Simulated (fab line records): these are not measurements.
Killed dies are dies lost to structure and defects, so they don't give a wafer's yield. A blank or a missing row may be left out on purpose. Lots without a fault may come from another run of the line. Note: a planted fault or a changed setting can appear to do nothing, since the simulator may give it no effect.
Which tool did it?    flow n5-finfet    10 lots, 30 wafers sampled, at 2 steps of a route of 1938

WHAT THE GAUGES READ, wafer by wafer
N5_BEOL_M10_CD_MEAS_11: the cd target is 64.1 nm. Usual: 64.2 nm for cd-nm, sd 0.5.
lot   measured      on         cd-nm (nm)      flag
L950  day 12 11:02  cd-sem-03  63.3 64.3 63.7  
L953  day 12 23:05  cd-sem-01  63.8 64.6 64.3  
L955  day 13 20:47  cd-sem-03  64.1 64.0 63.5  
L958  day 14 00:34  cd-sem-02  65.2 64.8 65.2  
L960  day 14 20:22  cd-sem-01  65.0 64.8 64.9  
L962  day 15 07:12  cd-sem-03  64.1 64.0 64.0  
L968  day 16 15:23  cd-sem-01  64.6 64.9 64.6  
L971  day 17 18:50  cd-sem-01  64.0 63.7 64.4  
L970  day 18 03:19  cd-sem-03  63.6 63.8 64.4  
L972  day 18 11:53  cd-sem-02  63.9 64.8 64.7  

N5_BEOL_M10_OVL_MEAS_12. Usual: for M10_OVL the level is 0.1 nm and the standard deviation is 0.89.
lot   measured      on          M10_OVL (nm)    flag
L950  day 12 11:04  overlay-02  -0.1 0.0 -0.9   
L953  day 12 23:07  overlay-02  -0.5 0.2 -1.2   
L955  day 13 20:50  overlay-01  0.4 1.0 0.1     
L958  day 14 00:35  overlay-01  0.5 1.1 1.9     
L960  day 14 20:23  overlay-02  -0.7 -0.2 -0.9  
L962  day 15 07:14  overlay-01  -0.8 -0.8 -1.5  
L968  day 16 15:25  overlay-01  0.6 -0.1 0.7    
L971  day 17 18:52  overlay-02  -0.9 1.4 -0.4   
L970  day 18 03:21  overlay-01  -0.6 -2.0 -1.5  
L972  day 18 11:55  overlay-02  -1.4 0.4 -0.1   

WHICH TOOL RAN EACH LOT (tool, then ch and the chambers of the sampled wafers, then the start)
Record: no process step prior to these readings.

WHAT THE TOOLS THEMSELVES READ (means of the sampled wafers that have a number; where no wafer has one, the mark that the record gives instead)
The record holds no such reading with a usual standard deviation.

THE ANSWER, worked out from the rows above alone
Rule: a lot counts as off when the mean over its wafers that have a number is more than 3 standard deviations away from the usual mean. Also off: a lot with no number at a reading for which 4 or more lots have one. Where the step has rows for the other lots, those lots are counted as sound. The gauges are gone through in route order, then the tools' own readings, and for those a lot's mean is taken as printed above. The first step at which some lot is off is used, and at that step the reading that is off furthest; a lot without a number counts as furthest.
Across all readings shown, no lot is off: no conclusion can be drawn from this.

WHAT THE SIMULATOR HAD INSERTED
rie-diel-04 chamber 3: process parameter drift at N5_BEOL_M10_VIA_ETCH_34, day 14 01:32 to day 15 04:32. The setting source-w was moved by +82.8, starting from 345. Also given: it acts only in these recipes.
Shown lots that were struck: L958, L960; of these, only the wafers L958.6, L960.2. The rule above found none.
